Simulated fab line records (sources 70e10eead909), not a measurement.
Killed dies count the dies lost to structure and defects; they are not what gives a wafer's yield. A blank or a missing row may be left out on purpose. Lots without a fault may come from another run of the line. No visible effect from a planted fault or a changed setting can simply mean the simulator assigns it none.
fab line records	flow nandHarc
record: lots: 6	wafers: 18	lastDay: 33
route steps=1302 shown A_CHANNEL_HOLE_D1@482 A_CHANNEL_FILL_D1@490 END@1302
lots that met no fault: from a run of the same line without faults
startH: hours from the record's opening day to when the first of the lot's shown wafers began	waitH: how many hours have passed since the lot's step before this one	" as in the row above	L1.1+2: several wafers, shown together as one row	- no value, or no start given	* or withheld: withheld	< > ~ a bound
route shown NAME@n: a module of which the file shows steps, and the number in the route of the first	usual: average and standard deviation across the fault-free wafers	same: alike in all rows	chamber/n: place in a boat	sites: readings site by site	_std_site: standard deviation of those values	_edge_site: mean of outer sites minus mean of inner sites	radiusMm: how far each site lies from the wafer's centre	mask NAME#n: copy n	behind: the tool/chamber that last shaped the wafer	hold: why the lot went on hold/how many hours it stayed there/how the hold came to an end	device: names the non-switching transistor (n, p or np)	end of line: tests of these same wafers at the route's end	a step given without rows: its recipe and nothing more	killed: dies that structure and defects cost at the first sort, which is not the same as the wafer's yield	map: shows each die of a wafer: x if killed, . if not, _ if none is there
set.NAME: the setting as run; set.NAME@STEP: as run at that earlier step	model.NAME: the simulator's own value behind a step, which no gauge read
a table for each step, a row for each wafer; lots at some steps of the route
services: the hour from which a tool's chamber was out of use, counted from the record's first day as startH (under 0 if before that day), plus the number of hours and why
== steps ==
step: NHARC_A_CHANNEL_HOLE_D1_STRIP_43
recipe: o2FlowSccm: 400	cosFlowSccm: 20	arFlowSccm: 0	biasW: 0	chemistry: O2/COS
step: NHARC_A_CHANNEL_HOLE_D1_ETCH_44
recipe: targetDepthA: 1400	overetchA: 140	timeS: 77	ionEnergyEv: 100	cf4FlowSccm: 80	o2FlowSccm: 20	arFlowSccm: 0	rfW: 300	biasW: 100	chemistry: CF4/O2
usual: drypumpMotorCurrentA: 5.7/0.49	mfcArSccm: 0.009/0.0092	oesProductAu: 1.004/0.0097	rfVppV: 198.2/1.4	showerheadPlenumPTorr: 1.36/0.056	throttleValvePct: 13.398/0.0086
lot.wafer	tool	chamber	startH	waitH	drypumpMotorCurrentA	mfcArSccm	oesProductAu	rfHoursCounterH	rfVppV	showerheadPlenumPTorr	throttleValvePct
L122.1	rieDiel-03	3	230.98	0.1	6.6	0	1.005	40	196.5	1.24	13.414
L122.6	"	2	"	"	6.1	0.014	1.008	-	199.9	1.44	13.393
L122.4	"	3	"	"	6.7	0	1.003	-	195.3	1.24	13.404
L128.3	rieDiel-01	1	302.81	0.0	5.6	0.007	0.990	7	198.8	1.35	13.407
L128.2	"	2	"	"	6.4	0	1.021	6	198.9	1.36	13.387
L128.5	"	1	"	"	5.6	0.007	0.991	-	198.1	1.35	13.393
L129.2	rieDiel-01	0	306.05	0.1	5.2	0.008	1.015	6	198.8	1.40	13.403
L129.4	"	2	"	"	6.3	0	1.023	6	198.6	1.36	13.394
L129.5	"	0	"	"	5.2	0.008	1.011	-	199.0	1.40	13.392
L135.3	rieDiel-01	3	367.64	0.1	5.6	0.023	1.009	13	199.0	1.38	13.408
L135.2	"	0	"	"	5.3	0.008	1.004	12	199.7	1.40	13.388
L135.6	"	0	"	"	5.2	0.008	1.006	-	197.1	1.40	13.398
L140.1	rieDiel-01	0	409.43	0.1	5.2	0.008	1.005	2	198.6	1.40	13.398
L140.2	"	3	"	"	5.5	0.023	1.013	1	200.6	1.38	13.393
L140.5	"	1	"	"	5.6	0.007	0.996	-	197.9	1.35	13.389
L139.4	rieDiel-03	1	409.99	0.1	6.1	0.008	1.006	41	196.0	1.24	13.405
L139.3	"	3	"	"	6.6	0	0.999	39	199.6	1.44	13.403
L139.2	"	0	"	"	5.7	0	1.018	35	194.4	1.25	13.392
step: NHARC_A_CHANNEL_HOLE_D1_STRIP_27
recipe: o2FlowSccm: 500	arFlowSccm: 0	biasW: 0	chemistry: O2
step: NHARC_A_CHANNEL_HOLE_D1_PRECLEAN_28
recipe: timeS: *	tempC: 50	bathAgeMin: 0	chemistry: SC1
step: NHARC_A_CHANNEL_HOLE_D1_SRD_29
step: NHARC_A_CHANNEL_HOLE_D1_CD_MEAS_30
usual: cdNm: 90.6/1.3
lot.wafer	tool	chamber	startH	waitH	cdNm
L122.1	cdSem-01	-	231.87	-	89.4
L122.4	"	-	"	"	89.3
L122.6	"	-	"	"	88.5
L128.2	cdSem-02	-	303.61	-	90.5
L128.3	"	-	"	"	92.0
L128.5	"	-	"	"	91.5
L129.2	cdSem-03	-	306.85	-	91.0
L129.4	"	-	"	"	89.2
L129.5	"	-	"	"	90.4
L135.2	cdSem-02	-	368.44	-	92.6
L135.3	"	-	"	"	91.8
L135.6	"	-	"	"	92.4
L140.1	cdSem-01	-	410.26	0.1	90.5
L140.2	"	-	"	"	91.4
L140.5	"	-	"	"	91.5
L139.2	cdSem-03	-	410.79	-	88.9
L139.3	"	-	"	"	89.7
L139.4	"	-	"	"	89.1
step: NHARC_A_CHANNEL_HOLE_D1_XSEM_31
recipe: landingEnergyEv: 35000
usual: botCdNm: 75.2/1.4	bowNm: 8.7/0.35	tiltDeg: 0.09/0.043
lot.wafer	tool	chamber	startH	waitH	botCdNm	bowNm	tiltDeg
L122.1	xsem-01	0	231.96	0.1	73.7	8.9	0.06
L122.4	"	0	"	"	73.9	8.9	0.06
L122.6	"	0	"	"	72.9	8.9	0.06
L128.2	xsem-02	0	303.71	0.1	75.9	8.4	0.12
L128.3	"	0	"	"	77.4	8.4	0.12
L128.5	"	0	"	"	76.5	8.5	0.12
L129.2	xsem-01	0	306.93	0.1	75.0	9.0	0.11
L129.4	"	0	"	"	73.3	8.9	0.11
L129.5	"	0	"	"	74.4	8.9	0.11
L135.2	xsem-02	0	368.53	0.1	77.7	8.5	0.02
L135.3	"	0	"	"	77.0	8.5	0.02
L135.6	"	0	"	"	76.9	8.6	0.02
L140.1	xsem-02	0	410.35	0.1	74.7	8.3	0.15
L140.2	"	0	"	"	75.7	8.4	0.15
L140.5	"	0	"	"	75.8	8.4	0.15
L139.2	xsem-01	0	410.87	0.1	73.7	8.6	0.10
L139.3	"	0	"	"	74.2	8.6	0.10
L139.4	"	0	"	"	73.6	8.6	0.10
step: NHARC_A_CHANNEL_HOLE_D1_INSPECT_40
usual: rawDefectCount: 70/24
lot.wafer	tool	chamber	startH	waitH	rawDefectCount
L122.1	defectInspect-02	-	232.05	-	62
L122.4	"	-	"	"	55
L122.6	"	-	"	"	47
L128.2	defectInspect-02	-	303.80	-	117
L128.3	"	-	"	"	115
L128.5	"	-	"	"	127
L129.2	defectInspect-01	-	307.03	-	39
L129.4	"	-	"	"	58
L129.5	"	-	"	"	52
L135.2	defectInspect-01	-	368.63	-	91
L135.3	"	-	"	"	96
L135.6	"	-	"	"	88
L140.1	defectInspect-02	-	410.45	-	48
L140.2	"	-	"	"	64
L140.5	"	-	"	"	70
L139.2	defectInspect-02	-	410.97	-	42
L139.3	"	-	"	"	53
L139.4	"	-	"	"	71
step: NHARC_A_CHANNEL_FILL_D1_PRECLEAN_00
recipe: timeS: *	tempC: 50	bathAgeMin: 0	chemistry: SC1
step: NHARC_A_CHANNEL_FILL_D1_SRD_01
step: NHARC_A_CHANNEL_FILL_D1_ALD_02
recipe: targetThkA: 60	pulseTimeS: 10	aldCycles: 60	tempC: 300	material: SiO2
usual: aldCycles: 60/0	heaterPowerOuterW: 258/26	heaterPowerW: 458/37	precursorPulseHeightRel: 0.997/0.02
lot.wafer	tool	chamber	startH	waitH	aldCycles	heaterPowerOuterW	heaterPowerW	precursorPulseHeightRel
L122.1	aldHk-01	3	232.25	-	60	263	481	1.039
L122.4	"	0	"	"	60	233	400	0.980
L122.6	"	3	"	"	60	267	482	1.013
L128.3	aldHk-03	1	304.00	-	60	316	516	0.984
L128.2	"	2	"	"	60	264	474	1.040
L128.5	"	2	"	"	60	262	465	0.982
L129.2	aldHk-01	3	309.15	-	60	268	481	1.029
L129.4	"	1	"	"	60	228	420	1.014
L129.5	"	0	"	"	60	253	415	1.005
L135.2	aldHk-01	1	368.93	0.2	60	230	427	1.002
L135.3	"	3	"	"	60	269	478	0.981
L135.6	"	1	"	"	60	231	431	1.024
L140.2	aldHk-04	0	410.79	-	60	260	511	0.986
L140.1	"	1	"	"	60	245	455	1.006
L140.5	"	3	"	"	60	246	440	0.997
L139.4	aldHk-03	3	411.16	-	60	291	493	1.040
L139.3	"	0	"	"	60	211	380	1.004
L139.2	"	2	"	"	60	264	459	0.998
step: NHARC_A_CHANNEL_FILL_D1_ALD_03
recipe: targetThkA: 60	pulseTimeS: 60	aldCycles: 58	tempC: 630	pressureTorr: 2	material: SiNx
usual: aldCycles: 58/0	precursorPulseHeightRel: 1.000/0.022
lot.wafer	tool	chamber	startH	waitH	aldCycles	precursorPulseHeightRel
L122.1	aldSinBatch-02	0	-	-	58	0.958
L122.4	"	0	"	"	58	1.034
L122.6	"	0	"	"	58	1.018
L128.2	aldSinBatch-01	0	-	-	58	0.979
L128.3	"	0	"	"	58	1.017
L128.5	"	0	"	"	58	0.998
L129.2	aldSinBatch-02	0	-	-	58	0.976
L129.4	"	0	"	"	58	0.996
L129.5	"	0	"	"	58	1.006
L135.2	aldSinBatch-01	0	-	-	58	0.997
L135.3	"	0	"	"	58	1.005
L135.6	"	0	"	"	58	1.015
L139.2	aldSinBatch-03	0	-	-	58	1.002
L139.3	"	0	"	"	58	0.973
L139.4	"	0	"	"	58	1.039
L140.1	aldSinBatch-03	0	-	-	58	0.987
L140.2	"	0	"	"	58	0.991
L140.5	"	0	"	"	58	1.034
step: NHARC_A_CHANNEL_FILL_D1_ALD_14
recipe: targetThkA: 25	pulseTimeS: 10	aldCycles: 25	tempC: 300	material: SiO2
usual: aldCycles: 25/0	heaterPowerOuterW: 260/27	heaterPowerW: 461/39	precursorPulseHeightRel: 1.003/0.02
lot.wafer	tool	chamber	startH	waitH	aldCycles	heaterPowerOuterW	heaterPowerW	precursorPulseHeightRel
L122.1	aldHk-04	0	239.32	0.1	25	275	511	0.991
L122.4	"	2	"	"	25	250	479	1.046
L122.6	"	3	"	"	25	253	451	0.975
L128.2	aldHk-03	0	311.53	0.1	27	229	416	0.991
L128.3	"	1	"	"	27	318	528	1.027
L128.5	"	3	"	"	27	252	455	0.995
L129.2	aldHk-03	1	316.18	0.1	27	307	521	0.981
L129.4	"	3	"	"	27	264	451	0.992
L129.5	"	1	"	"	27	311	517	0.995
L135.3	aldHk-01	3	375.90	0.1	25	270	488	1.004
L135.2	"	1	"	"	25	227	437	0.997
L135.6	"	3	"	"	25	272	477	0.993
L140.1	aldHk-03	3	417.70	0.0	25	278	492	1.006
L140.2	"	2	"	"	25	257	464	1.017
L140.5	"	0	"	"	25	216	387	1.007
L139.3	aldHk-04	3	417.70	0.0	25	237	436	0.999
L139.2	"	0	"	"	25	269	523	1.001
L139.4	"	2	"	"	25	245	443	1.013
step: NHARC_A_CHANNEL_FILL_D1_ALD_15
recipe: targetThkA: 20	pulseTimeS: 60	aldCycles: 19	tempC: 630	pressureTorr: 2	material: SiNx
usual: aldCycles: 19/0	precursorPulseHeightRel: 1.000/0.019
lot.wafer	tool	chamber	startH	waitH	aldCycles	precursorPulseHeightRel
L122.1	aldSinBatch-01	0	242.36	3.0	19	1.045
L122.4	"	0	"	"	19	0.999
L122.6	"	0	"	"	19	0.988
L128.2	aldSinBatch-03	0	-	-	19	0.997
L128.3	"	0	"	"	19	1.002
L128.5	"	0	"	"	19	0.986
L129.2	aldSinBatch-01	0	-	-	19	0.992
L129.4	"	0	"	"	19	1.049
L129.5	"	0	"	"	19	1.004
L135.2	aldSinBatch-03	0	-	-	19	1.019
L135.3	"	0	"	"	19	0.991
L135.6	"	0	"	"	19	0.993
L139.2	aldSinBatch-02	0	-	-	19	0.996
L139.3	"	0	"	"	19	0.991
L139.4	"	0	"	"	19	1.010
L140.1	aldSinBatch-02	0	-	-	19	0.998
L140.2	"	0	"	"	19	1.009
L140.5	"	0	"	"	19	0.995
step: NHARC_END_SORT_01
recipe: tempC: 25
usual: killedAtArray: 62/20	killedAtOther: 0.8/1.1	killedAtPeriphery: 3.5/2.4	killedDies: 66/21	killedOpen: 3.5/1.9	killedShort: 2.5/1.7
same: grossDies: 677
lot.wafer	tool	chamber	startH	waitH	killedAtArray	killedAtOther	killedAtPeriphery	killedDies	killedOpen	killedShort
L122.1	prober-02	0	599.76	2.5	43	0	6	49	2	0
L122.4	prober-02	0	602.13	3.4	39	0	1	40	3	1
L122.6	prober-02	0	603.70	3.9	54	0	2	56	3	3
L129.2	prober-02	0	689.68	2.8	76	2	1	79	2	5
L129.4	prober-02	0	691.28	3.4	72	0	0	72	7	6
L129.5	prober-02	0	692.08	3.7	64	0	1	65	1	0
L128.2	prober-02	0	697.43	2.8	73	1	9	83	4	3
L128.3	prober-02	0	698.20	3.0	76	1	10	87	5	2
L128.5	prober-02	0	699.75	3.6	78	1	5	84	2	6
L135.2	prober-02	0	721.36	2.8	70	2	1	73	5	1
L135.3	prober-02	0	722.15	3.1	70	2	0	72	0	1
L135.6	prober-02	0	724.52	4.0	60	4	7	71	5	2
L140.1	prober-02	0	771.87	2.5	63	0	7	70	2	7
L140.2	prober-02	0	772.68	2.8	61	0	5	66	2	5
L140.5	prober-02	0	775.12	3.8	66	1	2	69	6	2
L139.2	prober-02	0	792.88	2.8	69	0	7	76	2	1
L139.3	prober-02	0	793.68	3.1	56	0	7	63	1	1
L139.4	prober-02	0	794.48	3.4	58	1	3	62	2	4
killed by level:class
L122.1 A_CHANNEL_HOLE_D2:chamberFilmFlake=33 P_GATE:chamberFilmFlake=5 A_CHANNEL_HOLE_D1:chamberFilmFlake=3 A_CONTACT:chamberFilmFlake=3 A_ZERO_WELL:chamberFilmFlake=2 P_GATE:geometricParticle:open=1 A_M0:geometricParticle:open=1 A_DECK1_JOINT:chamberFilmFlake=1
L122.4 A_CHANNEL_HOLE_D2:chamberFilmFlake=28 A_ZERO_WELL:chamberFilmFlake=2 A_CHANNEL_HOLE_D1:chamberFilmFlake=2 A_CONTACT:chamberFilmFlake=2 P_M1:geometricParticle:short=1 A_ONON_D1:geometricParticle:open=1 A_CHANNEL_FILL_D1:geometricParticle:open=1 A_CHANNEL_FILL_D2:geometricParticle:open=1
L122.6 A_CHANNEL_HOLE_D2:chamberFilmFlake=36 A_CONTACT:chamberFilmFlake=6 A_CHANNEL_HOLE_D1:chamberFilmFlake=4 A_WL_FILL:geometricParticle:short=2 A_M1:chamberFilmFlake=2 P_CONTACT:geometricParticle:open=1 A_DECK1_JOINT:geometricParticle:open=1 A_BLC:geometricParticle:open=1
L129.2 A_SLIT:chamberFilmFlake=32 A_CHANNEL_HOLE_D2:chamberFilmFlake=22 A_STAIRCASE:chamberFilmFlake=7 A_CHANNEL_HOLE_D1:chamberFilmFlake=4 A_CHANNEL_FILL_D1:geometricParticle:short=2 A_CONTACT:chamberFilmFlake=2 P_GATE:geometricParticle:open=1 A_DECK1_JOINT:geometricParticle:short=1
L129.4 A_SLIT:chamberFilmFlake=32 A_CHANNEL_HOLE_D2:chamberFilmFlake=16 A_CONTACT:chamberFilmFlake=4 A_CHANNEL_FILL_D2:geometricParticle:short=3 A_CHANNEL_HOLE_D1:chamberFilmFlake=3 A_STAIRCASE:chamberFilmFlake=3 A_ONON_D1:geometricParticle:open=2 A_CHANNEL_FILL_D2:geometricParticle:open=2
L129.5 A_SLIT:chamberFilmFlake=28 A_CHANNEL_HOLE_D2:chamberFilmFlake=20 A_STAIRCASE:chamberFilmFlake=4 A_CHANNEL_HOLE_D1:chamberFilmFlake=3 A_BONDPAD:chamberFilmFlake=3 A_CONTACT:chamberFilmFlake=2 A_DECK1_JOINT:geometricParticle:open=1 P_BONDPAD:chamberFilmFlake=1
L128.2 A_SLIT:chamberFilmFlake=32 A_CHANNEL_HOLE_D1:chamberFilmFlake=30 P_CONTACT:chamberFilmFlake=5 A_CONTACT:chamberFilmFlake=3 P_GATE:chamberFilmFlake=2 P_M1:geometricParticle:open=1 A_DECK1_JOINT:geometricParticle:short=1 A_ONON_D2:geometricParticle:open=1
L128.3 A_CHANNEL_HOLE_D1:chamberFilmFlake=33 A_SLIT:chamberFilmFlake=32 P_CONTACT:chamberFilmFlake=4 P_ZERO_WELL:chamberFilmFlake=2 P_GATE:chamberFilmFlake=2 A_CHANNEL_FILL_D1:chamberFilmFlake=2 A_CONTACT:chamberFilmFlake=2 P_CONTACT:geometricParticle:open=1
L128.5 A_CHANNEL_HOLE_D1:chamberFilmFlake=34 A_SLIT:chamberFilmFlake=32 A_CONTACT:chamberFilmFlake=3 A_SOURCE_PLATE:geometricParticle:short=2 A_WL_FILL:geometricParticle:short=2 P_ZERO_WELL:chamberFilmFlake=2 P_CONTACT:chamberFilmFlake=2 A_ONON_D1:geometricParticle:open=1
L135.2 A_SLIT:chamberFilmFlake=28 A_CHANNEL_HOLE_D1:chamberFilmFlake=28 A_CONTACT:chamberFilmFlake=5 A_CHANNEL_FILL_D2:chamberFilmFlake=3 THIN_TSV:chamberFilmFlake=2 P_CONTACT:geometricParticle:open=1 A_ONON_D1:geometricParticle:open=1 A_CHANNEL_HOLE_D2:geometricParticle:short=1
L135.3 A_SLIT:chamberFilmFlake=31 A_CHANNEL_HOLE_D1:chamberFilmFlake=30 A_CONTACT:chamberFilmFlake=4 A_CHANNEL_FILL_D2:chamberFilmFlake=3 THIN_TSV:chamberFilmFlake=2 A_SOURCE_PLATE:geometricParticle:short=1 A_WL_FILL:chamberFilmFlake=1
L135.6 A_CHANNEL_HOLE_D1:chamberFilmFlake=23 A_SLIT:chamberFilmFlake=22 A_CHANNEL_FILL_D2:chamberFilmFlake=4 THIN_TSV:chamberFilmFlake=4 A_CONTACT:chamberFilmFlake=4 P_STI:chamberFilmFlake=3 A_STAIRCASE:chamberFilmFlake=3 P_CONTACT:geometricParticle:open=1
L140.1 A_SLIT:chamberFilmFlake=26 A_CHANNEL_HOLE_D1:chamberFilmFlake=15 A_STAIRCASE:chamberFilmFlake=6 A_CONTACT:chamberFilmFlake=6 P_BONDPAD:chamberFilmFlake=3 A_CHANNEL_FILL_D1:geometricParticle:short=2 A_DECK1_JOINT:geometricParticle:short=2 A_CHANNEL_FILL_D2:geometricParticle:short=2
L140.2 A_SLIT:chamberFilmFlake=33 A_CHANNEL_HOLE_D1:chamberFilmFlake=14 A_CONTACT:chamberFilmFlake=5 P_M1:chamberFilmFlake=3 A_STAIRCASE:chamberFilmFlake=3 A_WL_FILL:geometricParticle:short=2 P_CONTACT:geometricParticle:open=1 P_M1:geometricParticle:short=1
L140.5 A_SLIT:chamberFilmFlake=27 A_CHANNEL_HOLE_D1:chamberFilmFlake=15 A_CONTACT:chamberFilmFlake=6 A_STAIRCASE:chamberFilmFlake=4 A_CHANNEL_HOLE_D1:geometricParticle:open=2 A_DECK1_JOINT:chamberFilmFlake=2 A_ONON_D1:geometricParticle:open=1 A_DECK1_JOINT:geometricParticle:short=1
L139.2 A_SLIT:chamberFilmFlake=36 A_CHANNEL_HOLE_D2:chamberFilmFlake=22 P_GATE:chamberFilmFlake=4 P_M1:chamberFilmFlake=3 A_CHANNEL_HOLE_D1:chamberFilmFlake=2 A_STAIRCASE:chamberFilmFlake=2 A_WL_FILL:chamberFilmFlake=2 A_BLC:chamberFilmFlake=2
L139.3 A_CHANNEL_HOLE_D2:chamberFilmFlake=25 A_SLIT:chamberFilmFlake=21 A_STAIRCASE:chamberFilmFlake=3 A_WL_FILL:chamberFilmFlake=3 P_ZERO_WELL:chamberFilmFlake=2 P_GATE:chamberFilmFlake=2 A_CHANNEL_HOLE_D1:chamberFilmFlake=2 P_CONTACT:geometricParticle:open=1
L139.4 A_SLIT:chamberFilmFlake=25 A_CHANNEL_HOLE_D2:chamberFilmFlake=17 A_WL_FILL:chamberFilmFlake=3 A_BLC:chamberFilmFlake=3 P_GATE:chamberFilmFlake=2 A_SOURCE_PLATE:geometricParticle:open=1 A_CHANNEL_FILL_D1:geometricParticle:short=1 A_ONON_D2:geometricParticle:short=1
== services ==
tool	chamber	startH	hours	kind
aldHk-03	-	213.82	10.0	pm
aldHk-03	0	213.82	10.0	ventCycle
aldHk-03	1	213.82	10.0	ventCycle
aldHk-03	2	213.82	10.0	ventCycle
aldHk-01	-	214.22	1.3	repair
rieDiel-03	3	215.64	8.2	repair
rieDiel-01	0	222.51	8.1	repair
rieDiel-03	0	230.86	22.7	repair
rieDiel-03	2	231.52	3.4	repair
aldSinBatch-01	-	234.43	5.1	repair
aldSinBatch-02	-	266.00	26.0	pm
rieDiel-03	-	281.30	9.0	pm
rieDiel-01	2	292.63	9.6	repair
aldHk-01	-	299.15	10.0	pm
rieDiel-03	3	303.78	9.9	repair
rieDiel-03	2	313.06	53.2	repair
rieDiel-01	3	327.13	10.7	repair
rieDiel-03	0	331.94	9.6	repair
xsem-01	-	342.47	5.9	repair
rieDiel-01	2	352.98	4.6	repair
xsem-01	-	374.00	14.0	pm
rieDiel-01	-	380.80	9.0	pm
rieDiel-01	3	392.56	9.8	repair
rieDiel-03	3	414.78	10.4	repair
== key ==
firstSign: step: NHARC_A_CHANNEL_FILL_D1_ALD_14	reading: aldCycles	direction: up	sigmas: 99+	usual: 25	struck: 27
effect none on later readings
metAt NHARC_A_CHANNEL_FILL_D1_ALD_14
struckWafers L128.2,L128.3,L128.5,L129.2,L129.4,L129.5
testerLeftOut L128,L129
fault: kind: processParameterDrift	tool: aldHk-03	chamber: -	onsetH: 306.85	steps: NHARC_A_CHANNEL_FILL_D1_ALD_14	channel: aldCycles	offset: 2	shape: step	endH: 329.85	actsIn: theseRecipesOnly	stated: 25
testerLeftOut: of these lots the tester's yield and bins aren't shown, on N5 and GAA mostly nor the transistor test; their killed dies are dies lost to structure and defects alone, not to doping, threshold or leakage, so they don't give the yield
